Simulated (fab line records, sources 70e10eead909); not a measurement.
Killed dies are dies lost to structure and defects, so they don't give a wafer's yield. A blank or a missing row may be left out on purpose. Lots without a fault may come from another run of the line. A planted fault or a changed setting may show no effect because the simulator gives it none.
Which tool did it? | flow nand_harc | 24 lots, 72 wafers sampled, at 2 steps of a route of 1159

WHAT THE GAUGES READ, wafer by wafer
NHARC_P_BONDPAD_CD_MEAS_09: target cd 500 nm. Usual: cd_nm 498.2 nm, standard deviation 1.9.
lot  | measured     | on        | cd_nm (nm)        | flag
L075 | day 6 12:26  | cd_sem-02 | 497.6 497.4 499.6 |
L074 | day 6 12:37  | cd_sem-01 | 495.1 496.7 498.1 |
L076 | day 6 22:46  | cd_sem-01 | 497.8 495.4 497.4 |
L077 | day 6 23:41  | cd_sem-02 | 499.5 496.3 496.6 |
L078 | day 7 09:25  | cd_sem-02 | 500.2 498.5 502.1 |
L079 | day 7 15:44  | cd_sem-01 | 498.8 498.9 495.3 |
L080 | day 7 21:45  | cd_sem-02 | 498.4 499.0 500.0 |
L081 | day 8 01:14  | cd_sem-03 | 500.8 497.4 498.1 |
L082 | day 8 09:53  | cd_sem-02 | 498.9 498.4 495.9 |
L083 | day 8 13:26  | cd_sem-03 | 499.5 500.1 498.7 |
L084 | day 9 07:23  | cd_sem-02 | 499.0 495.3 498.2 |
L087 | day 9 10:26  | cd_sem-03 | 497.5 496.9 495.4 |
L085 | day 9 12:07  | cd_sem-01 | 501.0 504.0 501.8 |
L086 | day 9 17:34  | cd_sem-01 | 493.8 494.6 495.0 |
L088 | day 9 19:02  | cd_sem-02 | 500.2 499.4 496.6 |
L089 | day 10 02:04 | cd_sem-03 | 499.0 497.8 499.1 |
L090 | day 10 13:58 | cd_sem-03 | 499.0 500.8 497.0 |
L091 | day 10 17:51 | cd_sem-02 | 498.7 494.2 495.3 |
L092 | day 10 20:46 | cd_sem-01 | 499.0 498.2 497.7 |
L093 | day 10 23:53 | cd_sem-02 | 499.7 499.2 499.2 |
L094 | day 11 08:35 | cd_sem-01 | 499.1 499.5 501.2 |
L095 | day 11 09:14 | cd_sem-02 | 498.5 498.5 499.6 |
L096 | day 11 22:28 | cd_sem-01 | 497.8 496.9 499.7 |
L097 | day 12 08:38 | cd_sem-01 | 496.3 497.7 496.7 |

WHICH TOOL RAN EACH LOT (tool, then ch and the chambers of the sampled wafers, then the start)
lot  | NHARC_P_M2_STRIP_18
L075 | rie_diel-03 ch 0,1,3, day 6 08:19
L074 | rie_diel-03 ch 1,2,3, day 6 08:49
L076 | rie_diel-04 ch 1,2,3, day 6 18:44
L077 | rie_diel-04 ch 1,2,3, day 6 19:45
L078 | rie_diel-03 ch 0,2, day 7 05:26
L079 | rie_diel-04 ch 0,1, day 7 11:48
L080 | rie_diel-03 ch 0,3, day 7 17:29
L081 | rie_diel-03 ch 0,1,3, day 7 20:53
L082 | rie_diel-06 ch 0,2,3, day 8 05:46
L083 | rie_diel-03 ch 0,1,3, day 8 09:21
L084 | rie_diel-06 ch 0,1, day 9 02:52
L087 | rie_diel-04 ch 0,1,2, day 9 06:17
L085 | rie_diel-04 ch 0,2, day 9 08:09
L086 | rie_diel-03 ch 2,3, day 9 13:06
L088 | rie_diel-03 ch 0,1, day 9 14:54
L089 | rie_diel-03 ch 0,1,2, day 9 22:06
L090 | rie_diel-03 ch 1,2,3, day 10 09:48
L091 | rie_diel-03 ch 1,2,3, day 10 13:52
L092 | rie_diel-04 ch 0,1, day 10 16:16
L093 | rie_diel-03 ch 0,1,3, day 10 19:52
L094 | rie_diel-03 ch 1,2, day 11 04:28
L095 | rie_diel-03 ch 1,3, day 11 05:14
L096 | rie_diel-06 ch 2,3, day 11 18:18
L097 | rie_diel-04 ch 0,1,2, day 12 04:16
- NHARC_P_M2_STRIP_18: strips in N2/H2.

WHAT THE TOOLS THEMSELVES READ (means of the sampled wafers that have a number; where no wafer has one, the mark that the record gives instead)
NHARC_P_M2_STRIP_18. Usual: drypump_motor_current_A 5.6 A, standard deviation 0.62; oes_product_au 1.000 a.u., standard deviation 0.0087; rf_vpp_V 90.9 V, standard deviation 0.92; showerhead_plenum_p_Torr 2.09 Torr, standard deviation 0.078; throttle_valve_pct 14.171 %, standard deviation 0.008.
lot  | tool        | drypump_motor_current_A (A) | oes_product_au (a.u.) | rf_vpp_V (V) | showerhead_plenum_p_Torr (Torr) | throttle_valve_pct (%) | flag
L075 | rie_diel-03 | 5.5                         | 0.996                 | 91.2         | 2.15                            | 14.169                 |
L074 | rie_diel-03 | 5.0                         | 0.991                 | 90.3         | 2.09                            | 14.173                 |
L076 | rie_diel-04 | 5.4                         | 0.992                 | 90.7         | 2.05                            | 14.173                 |
L077 | rie_diel-04 | 5.5                         | 0.997                 | 91.9         | 2.05                            | 14.165                 |
L078 | rie_diel-03 | 5.5                         | 1.002                 | 90.5         | 2.04                            | 14.180                 |
L079 | rie_diel-04 | 5.7                         | 1.002                 | 91.2         | 2.12                            | 14.175                 |
L080 | rie_diel-03 | 5.7                         | 1.011                 | 90.6         | 2.15                            | 14.174                 |
L081 | rie_diel-03 | 5.5                         | 1.005                 | 91.0         | 2.15                            | 14.161                 |
L082 | rie_diel-06 | 6.2                         | 1.000                 | 90.4         | 2.03                            | 14.167                 |
L083 | rie_diel-03 | 5.5                         | 1.002                 | 91.3         | 2.14                            | 14.169                 |
L084 | rie_diel-06 | 6.3                         | 1.006                 | 92.0         | 2.13                            | 14.170                 |
L087 | rie_diel-04 | 5.7                         | 1.001                 | 91.6         | 2.10                            | 14.163                 |
L085 | rie_diel-04 | 5.8                         | 0.994                 | 91.0         | 2.07                            | 14.170                 |
L086 | rie_diel-03 | 5.1                         | 0.998                 | 90.8         | 2.04                            | 14.169                 |
L088 | rie_diel-03 | 5.4                         | 1.004                 | 91.5         | 2.13                            | 14.183                 |
L089 | rie_diel-03 | 5.4                         | 0.994                 | 91.2         | 2.09                            | 14.171                 |
L090 | rie_diel-03 | 5.1                         | 1.010                 | 90.7         | 2.08                            | 14.170                 |
L091 | rie_diel-03 | 5.0                         | 1.003                 | 90.2         | 2.08                            | 14.170                 |
L092 | rie_diel-04 | 5.7                         | 0.995                 | 91.3         | 2.12                            | 14.171                 |
L093 | rie_diel-03 | 5.5                         | 1.007                 | 90.6         | 2.14                            | 14.171                 |
L094 | rie_diel-03 | 4.9                         | 1.000                 | 90.9         | 2.07                            | 14.171                 |
L095 | rie_diel-03 | 4.9                         | 1.013                 | 91.2         | 2.13                            | 14.174                 |
L096 | rie_diel-06 | 6.4                         | 1.000                 | 90.3         | 2.02                            | 14.174                 |
L097 | rie_diel-04 | 5.7                         | 1.000                 | 90.9         | 2.10                            | 14.171                 |

THE ANSWER, worked out from the rows above alone
Rule: a lot is off if the mean of its wafers that have a number lies more than 3 standard deviations from the usual mean. A lot without any number at a reading at which 4 lots or more have one is off too. The other lots that the step has rows for count as sound. The gauges are gone through in route order, then the tools' own readings, and for those a lot's mean is taken as printed above. The first step at which some lot is off is used, and at that step the reading that is off furthest; a lot without a number counts as furthest.
No lot is off at any reading shown: from this, nothing can be told.

WHAT THE SIMULATOR HAD PUT IN
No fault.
